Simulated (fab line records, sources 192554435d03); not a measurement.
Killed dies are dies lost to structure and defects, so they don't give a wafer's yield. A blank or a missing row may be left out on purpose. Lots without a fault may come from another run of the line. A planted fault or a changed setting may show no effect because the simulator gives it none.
Which tool did it? | flow n5_finfet | 9 lots, 25 wafers sampled, at 6 steps of a route of 1938

WHAT THE GAUGES READ, wafer by wafer
N5_BEOL_M2_INSPECT_30: inspects for defects (brightfield). Usual: raw_defect_count 427, standard deviation 90.
lot  | measured     | on                | raw_defect_count | flag
L968 | day 7 00:35  | defect_inspect-02 | 325 378 290      |
L974 | day 8 16:46  | defect_inspect-02 | 536 605          |
L975 | day 8 19:40  | defect_inspect-02 | 321 346          |
L977 | day 9 18:47  | defect_inspect-02 | 339 387 307      |
L984 | day 11 03:32 | defect_inspect-01 | 308 376 408      |
L985 | day 11 05:38 | defect_inspect-01 | 487 428 481      |
L986 | day 11 16:59 | defect_inspect-01 | 383 305 499      |
L988 | day 12 05:53 | defect_inspect-01 | 556 536 731      |
L989 | day 12 14:03 | defect_inspect-01 | 384 342 534      |

N5_BEOL_M2_OCD_MEAS_38. Usual: trench_depth_nm 55.7 nm, standard deviation 0.9.
lot  | measured     | on     | trench_depth_nm (nm) | flag
L968 | day 7 05:46  | ocd-01 | 56.0 55.3 55.4       |
L974 | day 8 17:46  | ocd-01 | 55.6 47.5            | OFF
L975 | day 8 21:41  | ocd-01 | 55.8 43.3            | OFF
L977 | day 9 22:01  | ocd-01 | 54.8 43.5 54.9       | OFF
L984 | day 11 06:18 | ocd-02 | 55.3 55.0 55.7       |
L985 | day 11 06:26 | ocd-01 | 56.5 55.9 57.1       |
L986 | day 12 03:49 | ocd-01 | 55.5 55.5 55.5       |
L988 | day 12 15:33 | ocd-01 | 56.0 54.5 56.3       |
L989 | day 12 18:46 | ocd-01 | 56.2 56.7 55.2       |

N5_BEOL_M4_RC_MEAS_101. Usual: CHAIN_V1_max_site 242 ohm/link, standard deviation 8.9; CHAIN_V2_max_site 238 ohm/link, standard deviation 7.6; DIBL_N 36.3 mV/V, standard deviation 1.4; DIBL_P 36.2 mV/V, standard deviation 1.5; IOFF_N 0.160 nA/um, standard deviation 0.021; IOFF_P 0.211 nA/um, standard deviation 0.027; ION_N 676 uA/um, standard deviation 7.7; ION_P 463 uA/um, standard deviation 5.5; SERP_M2_max_site 206 ohm/um, standard deviation 15; SS_N 71.4 mV/dec, standard deviation 0.57; SS_P 73.3 mV/dec, standard deviation 0.58; VT_N 249.3 mV, standard deviation 2.5; VT_P -250.1 mV, standard deviation 2.6.
lot  | measured     | on        | CHAIN_V1_max_site (ohm/link) | CHAIN_V2_max_site (ohm/link) | DIBL_N (mV/V)  | DIBL_P (mV/V)  | IOFF_N (nA/um)    | IOFF_P (nA/um)    | ION_N (uA/um) | ION_P (uA/um) | SERP_M2_max_site (ohm/um) | SS_N (mV/dec)  | SS_P (mV/dec)  | VT_N (mV)         | VT_P (mV)            | flag
L968 | day 8 18:29  | prober-01 | 240 249 249                  | 232 236 238                  | 34.7 35.4 35.9 | 35.4 35.5 36.0 | 0.147 0.154 0.162 | 0.193 0.193 0.212 | 674 673 676   | 461 457 463   | 194 214 196               | 70.8 71.6 71.6 | 72.1 73.2 72.9 | 249.7 250.8 249.0 | -250.8 -250.3 -249.7 |
L974 | day 10 01:46 | prober-01 | 246 ~571                     | 236 ~571                     | 35.9 35.3      | 37.6 36.3      | 0.178 0.157       | 0.229 0.213       | 687 672       | 463 461       | 200 ~5.4054e+05           | 71.1 70.7      | 73.7 73.3      | 248.4 251.2       | -251.9 -250.3        |
L975 | day 10 06:29 | prober-02 | 250 ~571                     | 242 ~571                     | 34.5 34.8      | 35.8 36.1      | 0.155 0.159       | 0.194 0.199       | 687 690       | 471 467       | 209 ~5.4054e+05           | 71.6 71.2      | 72.5 73.2      | 249.1 249.1       | -251.3 -253.2        |
L977 | day 10 22:40 | prober-01 | 241 ~571 234                 | 227 ~571 241                 | 34.4 36.0 35.0 | 35.3 37.7 35.8 | 0.131 0.168 0.136 | 0.202 0.234 0.205 | 670 674 660   | 464 470 456   | 210 ~5.4054e+05 208       | 71.1 71.9 71.7 | 72.9 74.5 73.6 | 252.5 247.5 252.5 | -251.6 -246.9 -250.2 |
L984 | day 12 19:37 | prober-02 | 249 252 241                  | 230 244 245                  | 35.0 35.2 38.0 | 34.3 34.6 37.7 | 0.146 0.144 0.191 | 0.194 0.202 0.251 | 679 667 679   | 467 462 467   | 213 218 207               | 70.6 70.2 70.8 | 72.6 72.6 73.4 | 249.2 249.8 243.9 | -249.9 -249.2 -248.9 |
L985 | day 12 12:07 | prober-02 | 225 243 230                  | 246 237 248                  | 35.1 35.0 34.2 | 33.6 34.5 33.2 | 0.140 0.153 0.135 | 0.178 0.185 0.174 | 667 680 668   | 459 460 455   | 186 211 193               | 70.2 71.4 70.4 | 72.8 73.0 72.7 | 251.3 246.7 249.4 | -250.3 -255.1 -253.7 |
L986 | day 13 08:55 | prober-02 | 255 244 254                  | 245 237 233                  | 36.2 33.3 35.4 | 37.0 34.4 36.0 | 0.155 0.112 0.134 | 0.210 0.168 0.185 | 681 667 676   | 465 460 465   | 226 202 207               | 71.0 70.5 71.1 | 72.6 72.3 72.1 | 248.7 252.3 250.8 | -248.2 -251.6 -252.4 |
L988 | day 13 20:19 | prober-01 | 244 246 246                  | 240 237 246                  | 36.9 36.1 37.2 | 37.2 36.4 37.9 | 0.179 0.162 0.189 | 0.233 0.231 0.242 | 680 683 687   | 468 469 471   | 221 218 220               | 71.7 71.4 72.7 | 73.4 74.0 74.3 | 249.0 249.9 247.6 | -246.6 -250.1 -248.8 |
L989 | day 14 01:29 | prober-01 | 231 224 235                  | 235 232 236                  | 36.2 35.2 37.5 | 36.6 34.4 37.0 | 0.155 0.125 0.157 | 0.221 0.181 0.228 | 673 660 673   | 465 451 460   | 186 188 194               | 71.6 70.8 71.8 | 74.1 73.0 74.3 | 250.7 253.3 250.6 | -249.9 -250.6 -249.8 |

WHICH TOOL RAN EACH LOT (tool, then ch and the chambers of the sampled wafers, then the start)
lot  | N5_BEOL_M2_HM_DEP_02         | N5_BEOL_M2_ETCH_77                 | N5_BEOL_M2_ALD_98
L968 | pvd_sputter-03, day 6 23:06  | rie_diel-04 ch 0,1, day 7 00:40    | ald_sin-02 ch 0,1,3, day 7 00:46
L974 | pvd_sputter-02, day 8 15:02  | rie_diel-05 ch 0,2, day 8 16:51    | ald_sin-01 ch 1,2, day 8 17:08
L975 | pvd_sputter-02, day 8 18:19  | rie_diel-06 ch 2,3, day 8 19:52    | ald_sin-01 ch 1,2, day 8 20:04
L977 | pvd_sputter-02, day 9 16:19  | rie_diel-05 ch 1,2, day 9 18:59    | ald_sin-03 ch 0,2,3, day 9 19:05
L984 | pvd_sputter-03, day 11 02:10 | rie_diel-05 ch 0,2, day 11 03:37   | ald_sin-03 ch 0,2, day 11 03:43
L985 | pvd_sputter-01, day 11 04:14 | rie_diel-04 ch 0,2,3, day 11 05:49 | ald_sin-03 ch 0,3, day 11 05:55
L986 | pvd_sputter-03, day 11 15:08 | rie_diel-05 ch 0,1,2, day 11 17:09 | ald_sin-03 ch 0,1,2, day 11 17:16
L988 | pvd_sputter-03, day 12 04:23 | rie_diel-05 ch 1,2,3, day 12 05:57 | ald_sin-03 ch 1,2,3, day 12 07:15
L989 | pvd_sputter-03, day 12 06:51 | rie_diel-04 ch 1,3, day 12 14:07   | ald_sin-02 ch 1,2,3, day 12 14:13
- N5_BEOL_M2_HM_DEP_02: deposits TiN, target thk 20 nm.
- N5_BEOL_M2_ETCH_77: etches underlayer in N2/H2, target depth 6.5 nm, time 5.2 s.
- N5_BEOL_M2_ALD_98: deposits SiO2, target thk 2.5 nm, pulse time 1 s, co reactant pulse time 1 s.

WHAT THE TOOLS THEMSELVES READ (means of the sampled wafers that have a number; where no wafer has one, the mark that the record gives instead)
N5_BEOL_M2_HM_DEP_02. Usual: throttle_valve_pct 30.2 %, standard deviation 0.93.
lot  | tool           | throttle_valve_pct (%) | flag
L968 | pvd_sputter-03 | 30.5                   |
L974 | pvd_sputter-02 | 30.5                   |
L975 | pvd_sputter-02 | 30.9                   |
L977 | pvd_sputter-02 | 30.3                   |
L984 | pvd_sputter-03 | 29.7                   |
L985 | pvd_sputter-01 | 30.5                   |
L986 | pvd_sputter-03 | 30.0                   |
L988 | pvd_sputter-03 | 30.1                   |
L989 | pvd_sputter-03 | 29.8                   |

N5_BEOL_M2_ETCH_77. Usual: drypump_motor_current_A 5.8 A, standard deviation 0.42; etch_rf_on_time_s 5.19 s, standard deviation 0.066; oes_product_au 0.69 a.u., standard deviation 0.067; rf_vpp_V 525.1 V, standard deviation 2.8; showerhead_plenum_p_Torr 2.59 Torr, standard deviation 0.088; throttle_valve_pct 17.66 %, standard deviation 0.24.
lot  | tool        | drypump_motor_current_A (A) | etch_rf_on_time_s (s) | oes_product_au (a.u.) | rf_vpp_V (V) | showerhead_plenum_p_Torr (Torr) | throttle_valve_pct (%) | flag
L968 | rie_diel-04 | 5.6                         | 5.16                  | 0.75                  | 523.4        | 2.58                            | 17.54                  |
L974 | rie_diel-05 | 5.4                         | 5.12                  | 0.78                  | 527.1        | 2.66                            | 17.52                  |
L975 | rie_diel-06 | 6.1                         | 5.27                  | 0.61                  | 522.0        | 2.42                            | 17.76                  |
L977 | rie_diel-05 | 5.8                         | 5.18                  | 0.71                  | 526.5        | 2.61                            | 17.36                  |
L984 | rie_diel-05 | 5.3                         | 5.20                  | 0.74                  | 526.8        | 2.66                            | 17.68                  |
L985 | rie_diel-04 | 5.6                         | 5.11                  | 0.72                  | 524.1        | 2.57                            | 17.74                  |
L986 | rie_diel-05 | 5.5                         | 5.24                  | 0.68                  | 526.1        | 2.65                            | 17.63                  |
L988 | rie_diel-05 | 5.8                         | 5.22                  | 0.71                  | 524.4        | 2.57                            | 17.53                  |
L989 | rie_diel-04 | 5.9                         | 5.12                  | 0.72                  | 525.8        | 2.57                            | 17.47                  |

N5_BEOL_M2_ALD_98. Usual: heater_power_w 76 W, standard deviation 7.3; precursor_pulse_height_rel 1.001, standard deviation 0.02.
lot  | tool       | heater_power_w (W) | precursor_pulse_height_rel | flag
L968 | ald_sin-02 | 78                 | 0.997                      |
L974 | ald_sin-01 | 78                 | 0.984                      |
L975 | ald_sin-01 | 79                 | 1.031                      |
L977 | ald_sin-03 | 71                 | 0.980                      |
L984 | ald_sin-03 | 74                 | 1.008                      |
L985 | ald_sin-03 | 77                 | 1.017                      |
L986 | ald_sin-03 | 72                 | 0.995                      |
L988 | ald_sin-03 | 69                 | 1.006                      |
L989 | ald_sin-02 | 81                 | 1.014                      |

THE ANSWER, worked out from the rows above alone
Rule: a lot is off if the mean of its wafers that have a number lies more than 3 standard deviations from the usual mean. A lot without any number at a reading at which 4 lots or more have one is off too. The other lots that the step has rows for count as sound. The gauges are gone through in route order, then the tools' own readings, and for those a lot's mean is taken as printed above. The first step at which some lot is off is used, and at that step the reading that is off furthest; a lot without a number counts as furthest.
Off: L974, L975, L977, at N5_BEOL_M2_OCD_MEAS_38 (trench_depth_nm).
A tool fits if, at a process step before that reading, it ran every lot that is off, and no sound lot after the first of them. The gauges at N5_BEOL_M2_OCD_MEAS_38 are tried like those tools. One fits: pvd_sputter-02 at N5_BEOL_M2_HM_DEP_02. It ran no sound lot before its first lot that is off in this sample, so the start can't be narrowed down.

WHAT THE SIMULATOR HAD PUT IN
Process parameter drift: pvd_sputter-02, from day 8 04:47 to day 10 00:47, at N5_BEOL_M2_HM_DEP_02. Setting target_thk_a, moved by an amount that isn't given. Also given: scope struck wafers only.
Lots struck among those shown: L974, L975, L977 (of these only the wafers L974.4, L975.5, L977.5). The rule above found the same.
